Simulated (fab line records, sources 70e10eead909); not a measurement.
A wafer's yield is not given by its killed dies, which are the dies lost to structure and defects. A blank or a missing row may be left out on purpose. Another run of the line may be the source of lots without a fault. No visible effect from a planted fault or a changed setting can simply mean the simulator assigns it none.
fab line records	flow nand_harc
[record] lots = 24	wafers = 72	last_day = 24
route steps=1159 shown P_CONTACT@240 P_M0@266 P_M1@299
lots untouched by any fault: they come from a run of this same line in which no faults occurred
start_h: the number of hours between the record's first day and the start of the first shown wafer of the lot	wait_h: time in hours since the lot's previous step	" unchanged from the row above	L1.1+2: one row covering several wafers at once	- value missing, or start not given	* or withheld: withheld	< > ~ a bound
route shown NAME@n: NAME is a module with steps in the file, n the number in the route of the first one	usual: the fault-free wafers' mean and standard deviation	same: alike in all rows	chamber/n: place in a boat	sites: per-site readings	_std_site: their standard deviation	_edge_site: mean of outer sites minus mean of inner sites	radius_mm: how far each site lies from the wafer's centre	mask NAME#n: copy n	behind: the most recent tool/chamber to have shaped the wafer	hold: the reason the lot was held/the length of the hold in hours/how it ended	device: whichever transistor did not switch (one of n, p or np)	end of line: tests run on the same wafers once the route is complete	where a step has no rows: the recipe by itself	killed: not the wafer's yield, but the dies lost to structure and defects at the first sort	map: per-die view of a wafer (x killed, . not killed, _ where there is no die)
set.NAME: the setting as run; set.NAME@STEP: as run at that earlier step	model.NAME: the simulator's own value behind a step, which no gauge read
steps of the route over a sample of lots; a table a step, a row a wafer
services: from which hour (start_h, from the record's first day; less than 0 if before it) a tool's chamber was out of use, for how many hours, and why
[[steps]]
[step NHARC_P_CONTACT_ETCH_31]
[recipe] target_depth_a = 300	time_s = 85.7	ion_energy_ev = 120	over_etch_frac = 1	ch3f_flow_sccm = 50	o2_flow_sccm = 30	ar_flow_sccm = 200	rf_w = 500	bias_w = 100	chemistry = CH3F/O2
[usual] drypump_motor_current_A = 5.7/0.44	oes_product_au = 0.981/0.013	rf_vpp_V = 244.8/1.4	showerhead_plenum_p_Torr = 2.49/0.082	throttle_valve_pct = 20.663/0.0089
[same] time_s = 85.7
lot.wafer	tool	chamber	start_h	wait_h	drypump_motor_current_A	oes_product_au	rf_hours_counter_h	rf_vpp_V	showerhead_plenum_p_Torr	throttle_valve_pct
L074.1	rie_diel-10	2	112.10	0.1	5.5	0.991	10	244.2	2.48	20.660
L074.3	"	0	"	"	5.8	0.984	10	243.7	2.39	20.663
L074.2	"	1	"	"	6.1	0.994	10	242.9	2.45	20.658
L076.1	rie_diel-10	1	-	-	6.1	0.985	10	244.6	2.45	20.658
L076.2	"	2	"	"	5.5	0.989	10	245.0	2.47	20.654
L076.3	"	0	"	"	5.8	0.979	10	244.1	2.39	20.672
L075.3	rie_diel-07	2	-	-	6.2	0.970	21	244.0	2.43	20.670
L075.2	"	1	"	"	6.7	0.972	20	244.3	2.47	20.669
L075.5	"	2	"	"	6.1	0.970	-	244.7	2.43	20.667
L077.3	rie_diel-07	0	-	-	5.3	0.985	20	246.2	2.54	20.662
L077.2	"	2	"	"	6.2	0.988	22	244.2	2.43	20.655
L077.5	"	3	"	"	5.1	0.973	-	244.1	2.50	20.673
L078.2	rie_diel-04	0	-	-	4.8	0.992	2	244.4	2.51	20.658
L078.4	"	0	"	"	4.8	1.005	-	245.6	2.51	20.659
L078.5	"	3	"	"	6.2	1.000	-	245.7	2.57	20.674
L079.2	rie_diel-04	3	-	-	6.2	0.982	2	245.0	2.57	20.667
L079.5	"	0	"	"	4.8	0.978	-	245.3	2.51	20.658
L079.6	"	2	"	"	5.6	0.980	-	246.3	2.62	20.669
L080.1	rie_diel-04	3	-	-	6.2	0.993	3	245.6	2.57	20.671
L080.2	"	2	"	"	5.6	0.987	3	245.9	2.62	20.663
L080.4	"	0	"	"	4.8	0.995	-	246.0	2.51	20.654
L081.3	rie_diel-10	0	-	-	5.8	0.983	13	242.6	2.39	20.653
L081.6	"	1	"	"	6.1	0.972	-	243.8	2.45	20.679
L081.5	"	2	"	"	5.5	0.966	-	243.9	2.47	20.663
L082.1	rie_diel-10	2	-	-	5.5	0.948	15	243.9	2.47	20.656
L082.4	"	3	"	"	6.0	0.961	14	244.0	2.36	20.652
L082.5	"	1	"	"	6.1	0.958	-	244.0	2.45	20.670
L083.1	rie_diel-04	2	-	-	5.6	0.987	6	247.6	2.61	20.652
L083.5	"	2	"	"	5.6	0.978	-	246.2	2.61	20.668
L083.6	"	3	"	"	6.2	0.969	-	245.8	2.57	20.669
L085.2	rie_diel-04	1	-	-	6.0	0.963	2	246.9	2.59	20.691
L085.3	"	2	"	"	5.6	0.954	7	246.0	2.61	20.669
L085.5	"	2	"	"	5.6	0.957	-	247.1	2.61	20.670
L084.4	rie_diel-10	1	-	-	6.1	0.990	15	244.0	2.44	20.666
L084.5	"	1	"	"	6.1	0.993	-	243.5	2.44	20.671
L084.6	"	2	"	"	5.5	0.991	-	243.8	2.47	20.643
L086.1	rie_diel-10	0	-	-	5.8	0.979	1	244.9	2.39	20.665
L086.3	"	1	"	"	6.1	1.002	1	244.5	2.44	20.674
L086.2	"	2	"	"	5.6	0.964	1	244.8	2.47	20.658
L087.3	rie_diel-10	2	-	-	5.5	0.967	1	244.8	2.47	20.666
L087.6	"	3	"	"	6.0	0.995	-	243.7	2.36	20.662
L087.5	"	0	"	"	5.8	0.966	-	244.1	2.39	20.664
L088.3	rie_diel-04	1	-	-	5.9	0.993	5	244.7	2.58	20.642
L088.6	"	1	"	"	6.0	0.990	-	247.1	2.58	20.648
L088.5	"	2	"	"	5.6	0.986	-	245.6	2.61	20.653
L089.2	rie_diel-04	1	-	-	5.9	0.983	6	246.8	2.58	20.665
L089.3	"	2	"	"	5.6	0.989	9	246.7	2.61	20.683
L089.5	"	3	"	"	6.2	0.979	-	245.6	2.57	20.660
L091.4	rie_diel-04	0	-	-	4.8	0.980	10	243.9	2.51	20.680
L091.1	"	1	"	"	5.9	0.985	7	247.1	2.58	20.666
L091.3	"	2	"	"	5.7	0.979	11	247.4	2.61	20.655
L090.4	rie_diel-10	1	-	-	6.1	0.987	5	243.6	2.44	20.636
L090.1	"	3	"	"	6.0	1.005	4	243.8	2.36	20.661
L090.5	"	1	"	"	6.1	0.981	-	244.9	2.44	20.647
L092.1	rie_diel-04	0	-	-	4.8	0.979	11	244.6	2.51	20.661
L092.4	"	2	"	"	5.6	0.995	11	247.0	2.61	20.652
L092.2	"	3	"	"	6.2	0.992	12	245.6	2.57	20.674
L093.1	rie_diel-10	1	-	-	6.1	0.978	5	243.7	2.44	20.674
L093.3	"	2	"	"	5.5	0.959	4	244.7	2.47	20.660
L093.6	"	0	"	"	5.8	0.981	-	243.0	2.39	20.670
L094.3	rie_diel-10	1	-	-	6.1	0.972	6	245.4	2.44	20.657
L094.4	"	3	"	"	6.0	1.007	5	242.1	2.36	20.649
L094.2	"	0	"	"	5.8	1.005	6	241.2	2.39	20.667
L095.3	rie_diel-04	2	-	-	5.6	0.992	14	244.9	2.61	20.673
L095.5	"	2	"	"	5.7	0.989	-	247.2	2.61	20.666
L095.6	"	3	"	"	6.2	0.993	-	245.0	2.57	20.643
L096.1	rie_diel-04	3	-	-	6.2	0.965	14	245.6	2.57	20.656
L096.6	"	2	"	"	5.6	0.968	-	247.3	2.61	20.643
L096.5	"	3	"	"	6.2	0.964	-	245.3	2.57	20.657
L097.1	rie_diel-10	0	-	-	5.8	0.984	8	244.0	2.39	20.666
L097.2	"	2	"	"	5.5	0.982	7	244.4	2.47	20.654
L097.3	"	3	"	"	5.9	0.997	7	243.5	2.36	20.661
[step NHARC_P_CONTACT_CVD_23]
[recipe] target_thk_a = 2000	temp_c = 300	pressure_torr = 40	wf6_flow_sccm = 40	h2_flow_sccm = 1600	ar_flow_sccm = 1560	time_s = 557	material = W
[usual] heater_power_w = 482/15	throttle_valve_pct = 8.08/0.28
[same] time_s = 557
lot.wafer	tool	chamber	start_h	wait_h	heater_power_w	throttle_valve_pct
L074.2	cvd_w-02	1	-	-	499	8.02
L074.1	"	0	"	"	453	8.27
L074.3	"	0	"	"	456	8.34
L076.1	cvd_w-02	0	-	-	461	8.12
L076.2	"	1	"	"	501	8.34
L076.3	"	1	"	"	488	8.16
L075.2	cvd_w-01	0	-	-	468	7.72
L075.3	"	0	"	"	470	7.59
L075.5	"	0	"	"	459	7.88
L077.2	cvd_w-02	0	-	-	460	8.20
L077.3	"	1	"	"	498	8.24
L077.5	"	0	"	"	482	8.45
L078.2	cvd_w-01	0	-	-	462	7.66
L078.4	"	0	"	"	457	7.86
L078.5	"	1	"	"	497	8.19
L079.2	cvd_w-01	1	-	-	498	8.24
L079.6	"	0	"	"	463	7.64
L079.5	"	1	"	"	489	8.38
L080.2	cvd_w-02	1	-	-	496	8.03
L080.1	"	0	"	"	475	7.89
L080.4	"	1	"	"	494	7.87
L081.3	cvd_w-02	1	-	-	507	8.23
L081.6	"	1	"	"	493	8.12
L081.5	"	0	"	"	476	7.93
L082.1	cvd_w-02	1	-	-	500	7.91
L082.4	"	1	"	"	504	8.31
L082.5	"	1	"	"	490	8.36
L083.1	cvd_w-02	0	-	-	471	7.89
L083.6	"	1	"	"	497	8.25
L083.5	"	0	"	"	465	8.06
L085.2	cvd_w-02	0	-	-	491	8.26
L085.3	"	1	"	"	485	8.30
L085.5	"	0	"	"	477	7.93
L084.4	cvd_w-01	0	-	-	464	7.68
L084.6	"	0	"	"	454	8.07
L084.5	"	1	"	"	498	8.18
L086.1	cvd_w-01	1	-	-	493	8.61
L086.2	"	0	"	"	461	7.72
L086.3	"	1	"	"	502	8.27
L087.3	cvd_w-02	1	-	-	507	8.03
L087.5	"	0	"	"	486	8.02
L087.6	"	1	"	"	499	8.05
L088.3	cvd_w-01	1	-	-	495	8.75
L088.6	"	1	"	"	482	8.43
L088.5	"	0	"	"	469	7.93
L089.2	cvd_w-02	1	-	-	486	8.21
L089.3	"	1	"	"	484	8.37
L089.5	"	1	"	"	500	8.16
L091.1	cvd_w-02	0	-	-	471	7.83
L091.3	"	0	"	"	462	7.68
L091.4	"	1	"	"	486	8.37
L090.1	cvd_w-02	0	-	-	465	7.59
L090.4	"	0	"	"	462	7.80
L090.5	"	1	"	"	495	8.32
L092.2	cvd_w-01	1	-	-	502	8.22
L092.1	"	0	"	"	469	7.71
L092.4	"	1	"	"	475	8.26
L093.1	cvd_w-02	1	-	-	497	8.38
L093.3	"	0	"	"	465	7.57
L093.6	"	1	"	"	513	8.11
L094.2	cvd_w-02	1	-	-	488	8.03
L094.3	"	1	"	"	493	8.45
L094.4	"	0	"	"	474	7.86
L095.3	cvd_w-02	1	-	-	490	8.64
L095.5	"	0	"	"	475	7.86
L095.6	"	1	"	"	490	8.04
L096.1	cvd_w-02	1	-	-	503	8.40
L096.6	"	1	"	"	500	8.42
L096.5	"	0	"	"	469	7.29
L097.1	cvd_w-02	0	-	-	481	7.70
L097.2	"	1	"	"	509	8.33
L097.3	"	0	"	"	463	7.67
[step NHARC_P_M0_DESCUM_14]
[recipe] time_s = 3	o2_flow_sccm = 200	ar_flow_sccm = 0	bias_power_w = 0	chemistry = O2
[usual] drypump_motor_current_A = 5.9/0.64	oes_product_au = 0.997/0.011	rf_vpp_V = 57.9/0.84	showerhead_plenum_p_Torr = 1.94/0.069	throttle_valve_pct = 11.312/0.0098
[same] time_s = 3
lot.wafer	tool	chamber	start_h	wait_h	drypump_motor_current_A	oes_product_au	rf_hours_counter_h	rf_vpp_V	showerhead_plenum_p_Torr	throttle_valve_pct
L074.2	rie_diel-05	2	118.99	0.1	5.0	0.981	11	58.3	1.87	11.317
L074.3	"	3	"	"	5.2	1.006	10	57.3	2.00	11.318
L074.1	"	0	"	"	6.1	0.993	10	57.7	1.99	11.321
L076.3	rie_diel-05	0	125.75	0.1	6.1	1.001	11	58.2	1.99	11.307
L076.1	"	1	"	"	6.4	1.003	11	58.6	1.96	11.321
L076.2	"	2	"	"	5.0	0.984	11	57.1	1.87	11.324
L075.2	rie_diel-01	0	129.18	0.1	6.4	0.993	13	59.0	2.01	11.309
L075.3	"	1	"	"	6.3	0.996	10	58.6	2.01	11.302
L075.5	"	0	"	"	6.3	0.999	-	58.5	2.01	11.291
L077.2	rie_diel-01	1	130.38	0.1	6.3	0.995	10	58.4	2.01	11.324
L077.3	"	2	"	"	4.8	0.979	11	56.6	1.88	11.315
L077.5	"	2	"	"	4.9	0.998	-	59.1	1.88	11.315
L078.2	rie_diel-05	1	144.18	0.1	6.4	1.008	12	57.7	1.96	11.315
L078.4	"	2	"	"	5.0	0.980	12	57.3	1.87	11.317
L078.5	"	2	"	"	5.0	0.992	-	57.7	1.87	11.298
L079.2	rie_diel-05	0	144.87	0.1	6.0	0.993	12	57.5	1.99	11.302
L079.6	"	1	"	"	6.4	1.008	-	58.7	1.96	11.317
L079.5	"	2	"	"	5.0	0.982	-	58.0	1.87	11.311
L080.4	rie_diel-05	2	145.90	0.1	5.0	0.976	12	59.0	1.87	11.306
L080.2	"	3	"	"	5.2	1.012	12	58.8	2.00	11.316
L080.1	"	0	"	"	6.0	1.001	12	59.1	1.99	11.308
L081.3	rie_diel-01	3	154.15	0.1	6.4	0.999	0	57.5	1.83	11.316
L081.5	"	1	"	"	6.3	0.981	-	58.6	2.01	11.320
L081.6	"	2	"	"	4.8	0.980	-	57.6	1.88	11.282
L082.1	rie_diel-01	3	162.57	0.1	6.4	0.993	1	56.0	1.83	11.320
L082.4	"	1	"	"	6.3	0.977	1	57.1	2.01	11.308
L082.5	"	3	"	"	6.5	0.999	-	56.5	1.83	11.319
L083.1	rie_diel-01	2	169.14	0.1	4.9	0.995	2	57.2	1.88	11.313
L083.5	"	1	"	"	6.3	0.998	-	57.5	2.01	11.310
L083.6	"	2	"	"	4.9	0.990	-	58.1	1.88	11.295
L085.2	rie_diel-05	1	178.17	0.1	6.4	1.006	0	58.0	1.96	11.303
L085.3	"	2	"	"	5.0	1.000	0	56.9	1.87	11.312
L085.5	"	1	"	"	6.4	1.004	-	58.3	1.96	11.327
L084.4	rie_diel-01	3	178.51	0.1	6.5	1.011	3	58.4	1.83	11.316
L084.6	"	2	"	"	4.8	0.988	-	57.8	1.88	11.313
L084.5	"	3	"	"	6.4	1.003	-	57.3	1.83	11.301
L086.1	rie_diel-01	2	192.08	0.1	4.8	0.995	3	57.7	1.88	11.314
L086.2	"	0	"	"	6.3	0.997	3	57.6	2.01	11.316
L086.3	"	1	"	"	6.3	0.979	3	58.4	2.01	11.317
L087.3	rie_diel-05	0	193.18	0.1	6.0	0.997	2	58.1	1.99	11.305
L087.6	"	2	"	"	5.0	1.006	-	57.0	1.87	11.326
L087.5	"	3	"	"	5.2	1.008	-	58.5	2.00	11.330
L088.3	rie_diel-05	3	212.88	0.1	5.2	0.999	4	59.2	2.00	11.326
L088.6	"	3	"	"	5.2	1.007	-	58.4	2.00	11.302
L088.5	"	0	"	"	6.0	0.996	-	59.3	1.99	11.314
L089.2	rie_diel-12	0	214.94	0.1	6.1	0.989	0	58.4	1.87	11.309
L089.3	"	3	"	"	6.6	0.982	0	56.6	1.96	11.317
L089.5	"	0	"	"	6.2	0.992	-	58.0	1.87	11.330
L091.3	rie_diel-12	1	217.99	0.1	5.8	1.008	0	58.0	1.94	11.321
L091.1	"	2	"	"	6.4	1.014	0	58.1	2.06	11.309
L091.4	"	3	"	"	6.7	0.990	0	57.8	1.96	11.312
L090.1	rie_diel-01	0	218.76	0.1	6.4	0.987	5	59.4	2.01	11.303
L090.4	"	1	"	"	6.3	0.987	5	57.8	2.01	11.303
L090.5	"	3	"	"	6.5	0.996	-	57.9	1.82	11.306
L092.2	rie_diel-01	3	221.95	0.1	6.5	0.998	6	58.9	1.82	11.310
L092.1	"	0	"	"	6.4	0.983	5	58.7	2.01	11.299
L092.4	"	2	"	"	4.8	0.984	-	57.1	1.88	11.298
L093.1	rie_diel-12	3	224.16	0.1	6.6	0.997	1	57.3	1.96	11.313
L093.3	"	1	"	"	5.8	1.012	1	57.1	1.94	11.310
L093.6	"	0	"	"	6.2	0.996	-	59.1	1.87	11.312
L094.3	rie_diel-05	3	235.68	0.1	5.2	0.999	5	58.7	2.00	11.315
L094.2	"	0	"	"	6.1	0.984	5	58.4	1.99	11.296
L094.4	"	3	"	"	5.2	0.994	-	57.2	2.00	11.317
L095.3	rie_diel-01	0	246.97	0.1	6.4	0.991	7	57.9	2.01	11.295
L095.5	"	1	"	"	6.3	0.979	-	57.7	2.01	11.324
L095.6	"	2	"	"	4.8	0.983	-	57.9	1.88	11.318
L096.1	rie_diel-01	0	247.82	0.1	6.3	1.001	7	58.4	2.01	11.302
L096.5	"	3	"	"	6.4	1.010	-	57.0	1.82	11.312
L096.6	"	0	"	"	6.3	0.988	-	59.9	2.01	11.308
L097.3	rie_diel-05	2	252.70	0.1	5.0	1.014	7	58.0	1.87	11.301
L097.2	"	3	"	"	5.2	0.999	7	57.3	2.00	11.328
L097.1	"	0	"	"	6.1	1.001	7	58.1	1.99	11.330
[step NHARC_P_M0_INSPECT_27]
[usual] raw_defect_count = 312/110
lot.wafer	tool	chamber	start_h	wait_h	raw_defect_count
L074.1	defect_inspect-01	-	121.49	0.0	280
L074.2	"	-	"	"	260
L074.3	"	-	"	"	269
L076.1	defect_inspect-01	-	128.24	0.0	419
L076.2	"	-	"	"	261
L076.3	"	-	"	"	359
L075.2	defect_inspect-02	-	131.65	0.0	187
L075.3	"	-	"	"	182
L075.5	"	-	"	"	177
L077.2	defect_inspect-01	-	132.88	0.0	230
L077.3	"	-	"	"	404
L077.5	"	-	"	"	310
L078.2	defect_inspect-02	-	146.73	0.0	294
L078.4	"	-	"	"	259
L078.5	"	-	"	"	412
L079.2	defect_inspect-01	-	147.34	0.0	392
L079.5	"	-	"	"	679
L079.6	"	-	"	"	340
L080.1	defect_inspect-02	-	148.40	0.0	239
L080.2	"	-	"	"	360
L080.4	"	-	"	"	325
L081.3	defect_inspect-01	-	156.64	0.0	424
L081.5	"	-	"	"	227
L081.6	"	-	"	"	373
L082.1	defect_inspect-02	-	165.24	0.0	233
L082.4	"	-	"	"	298
L082.5	"	-	"	"	421
L083.1	defect_inspect-02	-	171.61	0.0	209
L083.5	"	-	"	"	227
L083.6	"	-	"	"	264
L085.2	defect_inspect-02	-	180.63	0.0	223
L085.3	"	-	"	"	234
L085.5	"	-	"	"	246
L084.4	defect_inspect-02	-	180.98	0.0	288
L084.5	"	-	"	"	274
L084.6	"	-	"	"	175
L086.1	defect_inspect-02	-	194.55	0.0	262
L086.2	"	-	"	"	219
L086.3	"	-	"	"	400
L087.3	defect_inspect-02	-	195.64	0.0	222
L087.5	"	-	"	"	901
L087.6	"	-	"	"	258
L088.3	defect_inspect-02	-	215.36	0.0	324
L088.5	"	-	"	"	443
L088.6	"	-	"	"	363
L089.2	defect_inspect-02	-	217.41	0.0	292
L089.3	"	-	"	"	292
L089.5	"	-	"	"	573
L091.1	defect_inspect-01	-	220.59	0.0	434
L091.3	"	-	"	"	236
L091.4	"	-	"	"	284
L090.1	defect_inspect-02	-	221.43	0.0	254
L090.4	"	-	"	"	352
L090.5	"	-	"	"	194
L092.1	defect_inspect-02	-	224.52	0.0	242
L092.2	"	-	"	"	189
L092.4	"	-	"	"	284
L093.1	defect_inspect-02	-	226.68	0.0	438
L093.3	"	-	"	"	295
L093.6	"	-	"	"	190
L094.2	defect_inspect-02	-	238.20	0.0	400
L094.3	"	-	"	"	328
L094.4	"	-	"	"	331
L095.3	defect_inspect-02	-	249.43	0.0	196
L095.5	"	-	"	"	229
L095.6	"	-	"	"	219
L096.1	defect_inspect-02	-	250.29	0.0	303
L096.5	"	-	"	"	329
L096.6	"	-	"	"	250
L097.1	defect_inspect-02	-	255.19	0.0	140
L097.2	"	-	"	"	287
L097.3	"	-	"	"	375
[step NHARC_P_M1_ETCH_35]
[recipe] target_depth_a = 400	overetch_a = 120	time_s = 43.94	ion_energy_ev = 200	n2_flow_sccm = 150	h2_flow_sccm = 150	ar_flow_sccm = 0	rf_w = 400	bias_w = 150	chemistry = N2/H2
[usual] drypump_motor_current_A = 5.8/0.4	oes_product_au = 1.001/0.011	rf_vpp_V = 429.9/2.6	showerhead_plenum_p_Torr = 2.02/0.091	throttle_valve_pct = 14.170/0.0096
[same] time_s = 43.94
lot.wafer	tool	chamber	start_h	wait_h	drypump_motor_current_A	oes_product_au	rf_hours_counter_h	rf_vpp_V	showerhead_plenum_p_Torr	throttle_valve_pct
L074.1	rie_diel-13	2	123.01	0.1	5.9	1.012	0.4	428.5	1.93	14.165
L074.3	"	3	"	"	6.6	0.998	0.4	432.8	2.08	14.176
L074.2	"	0	"	"	6.1	1.001	0.4	428.8	1.96	14.180
L076.2	rie_diel-09	3	129.96	0.1	5.5	0.978	2.6	432.0	2.15	14.152
L076.1	"	1	"	"	5.2	1.006	2.7	434.7	2.20	14.150
L076.3	"	2	"	"	5.7	1.024	2.5	429.0	1.99	14.163
L075.3	rie_diel-13	2	133.62	0.1	5.9	1.011	0.7	428.3	1.93	14.159
L075.2	"	1	"	"	6.0	0.996	0.7	432.8	2.07	14.159
L075.5	"	3	"	"	6.7	0.995	-	431.5	2.08	14.175
L077.3	rie_diel-13	3	134.62	0.1	6.6	0.990	0.8	430.4	2.08	14.172
L077.2	"	1	"	"	6.0	0.989	0.8	430.6	2.07	14.163
L077.5	"	2	"	"	5.9	1.018	-	427.7	1.93	14.175
L078.2	rie_diel-13	3	148.56	0.1	6.6	0.995	1.1	432.3	2.08	14.171
L078.4	"	1	"	"	6.0	0.999	1.0	430.8	2.07	14.163
L078.5	"	3	"	"	6.6	0.996	-	430.2	2.08	14.176
L079.2	rie_diel-08	2	149.01	0.1	5.5	1.002	1.7	427.9	1.97	14.169
L079.6	"	0	"	"	5.6	1.003	-	426.7	1.93	14.163
L079.5	"	1	"	"	6.1	1.007	-	425.7	1.93	14.159
L080.1	rie_diel-09	1	150.29	0.1	5.2	0.991	4.0	433.7	2.20	14.187
L080.2	"	0	"	"	5.7	1.018	4.1	427.7	1.94	14.159
L080.4	"	1	"	"	5.2	1.000	-	434.9	2.20	14.157
L081.3	rie_diel-13	3	158.28	0.1	6.7	0.990	1.6	431.1	2.08	14.181
L081.5	"	2	"	"	5.9	0.998	-	427.9	1.93	14.188
L081.6	"	3	"	"	6.7	0.989	-	431.2	2.08	14.170
L082.4	rie_diel-09	0	167.11	0.1	5.7	1.025	5.3	427.8	1.94	14.176
L082.1	"	1	"	"	5.2	0.989	5.1	434.7	2.20	14.172
L082.5	"	2	"	"	5.7	1.018	-	427.7	1.99	14.180
L083.1	rie_diel-09	3	173.29	0.1	5.5	0.978	3.4	434.6	2.15	14.152
L083.5	"	0	"	"	5.7	1.011	-	428.5	1.94	14.180
L083.6	"	1	"	"	5.2	0.988	-	434.4	2.20	14.168
L085.3	rie_diel-13	1	182.31	0.1	6.0	1.008	1.9	431.4	2.07	14.165
L085.2	"	2	"	"	5.9	0.998	2.0	428.9	1.93	14.173
L085.5	"	0	"	"	6.1	1.009	-	431.0	1.96	14.174
L084.4	rie_diel-08	3	183.12	0.5	5.4	1.002	4.0	432.0	2.04	14.186
L084.6	"	1	"	"	6.2	0.998	-	427.7	1.93	14.170
L084.5	"	2	"	"	5.5	1.010	-	429.1	1.97	14.172
L086.1	rie_diel-08	0	196.22	0.1	5.6	1.011	5.0	427.5	1.93	14.169
L086.3	"	1	"	"	6.1	0.998	4.0	426.5	1.93	14.175
L086.2	"	3	"	"	5.4	0.983	5.3	431.2	2.04	14.182
L087.3	rie_diel-08	2	197.20	0.1	5.5	0.995	5.4	429.8	1.97	14.167
L087.6	"	1	"	"	6.1	1.009	-	426.8	1.93	14.177
L087.5	"	2	"	"	5.5	0.998	-	428.7	1.97	14.167
L088.3	rie_diel-09	2	217.14	0.1	5.7	1.026	-	430.4	1.99	14.155
L088.5	"	1	"	"	5.2	0.998	-	435.9	2.20	14.173
L088.6	"	2	"	"	5.7	1.019	-	428.6	1.99	14.169
L089.2	rie_diel-09	2	218.98	0.1	5.8	1.018	6.9	429.7	1.99	14.164
L089.3	"	2	"	"	5.7	1.016	-	429.7	1.99	14.163
L089.5	"	1	"	"	5.2	0.996	-	434.3	2.20	14.175
L091.4	rie_diel-08	3	222.15	0.1	5.4	0.997	7.2	430.1	2.04	14.159
L091.3	"	0	"	"	5.6	1.002	7.2	428.1	1.93	14.173
L091.1	"	1	"	"	6.2	1.012	6.2	429.1	1.93	14.186
L090.4	rie_diel-08	0	223.08	0.1	5.6	0.999	7.3	427.1	1.93	14.174
L090.1	"	1	"	"	6.1	1.006	6.3	427.1	1.93	14.176
L090.5	"	0	"	"	5.6	1.002	-	426.5	1.93	14.171
L092.4	rie_diel-08	0	226.17	0.1	5.6	1.003	7.4	428.9	1.93	14.177
L092.1	"	1	"	"	6.1	1.006	6.4	428.5	1.93	14.167
L092.2	"	2	"	"	5.5	0.997	7.4	427.7	1.97	14.162
L093.3	rie_diel-09	2	228.61	0.1	5.7	1.010	8.0	429.5	1.99	14.173
L093.1	"	1	"	"	5.2	0.988	9.3	435.0	2.20	14.169
L093.6	"	2	"	"	5.7	1.011	-	428.9	1.99	14.182
L094.3	rie_diel-08	0	239.95	0.1	5.6	1.006	8.8	427.5	1.93	14.186
L094.2	"	1	"	"	6.1	1.011	7.3	426.6	1.93	14.175
L094.4	"	3	"	"	5.4	1.002	8.9	430.0	2.04	14.181
L095.3	rie_diel-13	3	250.95	0.1	6.6	1.003	3.7	432.4	2.08	14.163
L095.5	"	2	"	"	5.9	1.017	-	427.6	1.93	14.182
L095.6	"	3	"	"	6.6	1.008	-	432.5	2.08	14.184
L096.1	rie_diel-09	3	251.84	0.1	5.5	0.981	9.1	434.2	2.15	14.163
L096.5	"	3	"	"	5.5	0.977	-	434.3	2.14	14.182
L096.6	"	2	"	"	5.8	1.004	-	427.5	1.99	14.171
L097.3	rie_diel-08	0	256.84	0.1	5.6	1.001	9.4	427.0	1.93	14.161
L097.2	"	1	"	"	6.1	0.986	8.0	427.3	1.93	14.174
L097.1	"	2	"	"	5.5	1.004	9.0	427.5	1.97	14.165
[step NHARC_P_M1_CD_MEAS_16]
[usual] cd_nm = 129.5/0.81
lot.wafer	tool	chamber	start_h	wait_h	cd_nm
L074.1	cd_sem-01	-	123.23	-	128.9
L074.2	"	-	"	"	128.2
L074.3	"	-	"	"	129.1
L076.1	cd_sem-01	-	130.18	-	130.7
L076.2	"	-	"	"	129.6
L076.3	"	-	"	"	130.4
L075.2	cd_sem-02	-	133.84	-	130.3
L075.3	"	-	"	"	128.9
L075.5	"	-	"	"	129.3
L077.2	cd_sem-03	-	134.84	-	128.8
L077.3	"	-	"	"	128.0
L077.5	"	-	"	"	127.7
L078.2	cd_sem-03	-	148.78	-	129.8
L078.4	"	-	"	"	129.7
L078.5	"	-	"	"	130.6
L079.2	cd_sem-01	-	149.22	-	127.5
L079.5	"	-	"	"	129.8
L079.6	"	-	"	"	129.3
L080.1	cd_sem-02	-	150.53	-	129.9
L080.2	"	-	"	"	129.5
L080.4	"	-	"	"	129.5
L081.3	cd_sem-03	-	158.50	-	128.9
L081.5	"	-	"	"	127.3
L081.6	"	-	"	"	130.1
L082.1	cd_sem-01	-	167.32	-	128.8
L082.4	"	-	"	"	129.1
L082.5	"	-	"	"	130.5
L083.1	cd_sem-02	-	173.49	-	129.9
L083.5	"	-	"	"	129.7
L083.6	"	-	"	"	130.2
L085.2	cd_sem-02	-	182.52	-	130.6
L085.3	"	-	"	"	128.4
L085.5	"	-	"	"	129.7
L084.4	cd_sem-01	-	183.34	-	129.4
L084.5	"	-	"	"	129.0
L084.6	"	-	"	"	130.6
L086.1	cd_sem-03	-	196.44	-	129.7
L086.2	"	-	"	"	129.1
L086.3	"	-	"	"	128.7
L087.3	cd_sem-01	-	197.42	-	130.2
L087.5	"	-	"	"	129.0
L087.6	"	-	"	"	129.3
L088.3	cd_sem-03	-	217.42	0.1	129.4
L088.5	"	-	"	"	130.1
L088.6	"	-	"	"	130.0
L089.2	cd_sem-02	-	219.29	0.2	129.1
L089.3	"	-	"	"	129.3
L089.5	"	-	"	"	129.8
L091.1	cd_sem-02	-	222.36	-	128.0
L091.3	"	-	"	"	129.1
L091.4	"	-	"	"	129.6
L090.1	cd_sem-01	-	223.30	-	129.4
L090.4	"	-	"	"	128.8
L090.5	"	-	"	"	129.3
L092.1	cd_sem-03	-	226.39	-	131.5
L092.2	"	-	"	"	129.6
L092.4	"	-	"	"	129.9
L093.1	cd_sem-03	-	228.85	-	130.4
L093.3	"	-	"	"	129.3
L093.6	"	-	"	"	129.3
L094.2	cd_sem-03	-	240.17	-	131.0
L094.3	"	-	"	"	130.6
L094.4	"	-	"	"	129.4
L095.3	cd_sem-01	-	251.17	-	129.7
L095.5	"	-	"	"	129.4
L095.6	"	-	"	"	129.8
L096.1	cd_sem-01	-	252.08	-	130.1
L096.5	"	-	"	"	129.9
L096.6	"	-	"	"	130.4
L097.1	cd_sem-03	-	257.07	-	128.7
L097.2	"	-	"	"	130.0
L097.3	"	-	"	"	127.9
[[services]]
tool	chamber	start_h	hours	kind
rie_diel-10	2	92.99	6.9	repair
cvd_w-02	-	98.69	0.6	repair
cvd_w-02	1	100.52	3.2	repair
rie_diel-10	3	104.98	9.9	repair
rie_diel-09	3	105.47	5.6	repair
cvd_w-02	-	108.63	0.4	repair
rie_diel-04	-	111.92	9.0	pm
rie_diel-08	-	125.07	9.0	pm
rie_diel-04	1	129.67	19.8	repair
rie_diel-01	-	137.80	9.0	pm
rie_diel-09	3	139.04	7.7	repair
rie_diel-09	3	148.45	9.0	repair
rie_diel-05	-	163.64	9.0	pm
rie_diel-08	-	164.97	0.2	repair
rie_diel-08	-	173.37	0.3	repair
rie_diel-10	-	176.50	9.0	pm
cvd_w-02	-	195.00	13.0	pm
rie_diel-09	2	195.21	9.0	repair
rie_diel-10	0	201.07	1.8	repair
rie_diel-09	3	213.82	6.6	repair
rie_diel-01	1	219.90	15.9	repair
rie_diel-05	2	231.38	7.4	repair
rie_diel-01	-	234.23	0.2	repair
rie_diel-08	0	235.06	4.1	repair
[[key]]
fault none
